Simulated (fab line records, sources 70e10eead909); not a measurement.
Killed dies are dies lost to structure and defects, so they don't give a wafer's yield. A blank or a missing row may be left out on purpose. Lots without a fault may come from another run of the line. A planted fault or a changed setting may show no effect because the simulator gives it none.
Chamber matching | flow nand_harc | NHARC_A_STAIRCASE_DEP_417 on pecvd-01: 3 sister chambers
The step deposits Si3N4, target thk 60 nm. 6 wafers are shown with their chamber, then 10 later ones without.

WAFERS WITH THEIR CHAMBER
wafer  | chamber | heater_power_w (W)
L083.1 | 2       | 643
L083.5 | 2       | 649
L082.1 | 1       | 576
L082.5 | 0       | 737
L085.1 | 0       | 799
L085.4 | 1       | 594

WAFERS WITHOUT THEIR CHAMBER
wafer  | heater_power_w (W)
L085.6 | 816
L091.1 | 652
L091.2 | 786
L091.3 | 615
L094.2 | 842
L094.4 | 829
L094.5 | 649
L093.1 | 592
L093.3 | 733
L093.6 | 593

WHICH CHAMBER EACH WENT THROUGH
wafer  | from the rows above     | in truth
L085.6 | 0                       | 0
L091.1 | 2                       | 2
L091.2 | 0                       | 0
L091.3 | can't be placed: 1 or 2 | 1
L094.2 | 0                       | 0
L094.4 | 0                       | 0
L094.5 | 2                       | 2
L093.1 | can't be placed: 1 or 2 | 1
L093.3 | can't be placed: 0 or 2 | 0
L093.6 | can't be placed: 1 or 2 | 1
Placed correctly: 6 of 10. Can't be placed from these rows: 4 (the true chamber is among the candidates in 4). Placed wrongly: 0.
How it was worked out, from the rows above alone: a wafer's distance from a chamber is the root of the sum, over the readings, of the square of ((its reading less the chamber's mean) divided by the reading's scatter). The wafer belongs to the nearest chamber; if the next one is less than 2 further off, it can't be placed. A chamber's mean is the mean of its shown wafers. The scatter: the root of (the sum of the squares of (reading less its chamber's mean) over the shown wafers, divided by (wafers less chambers)).
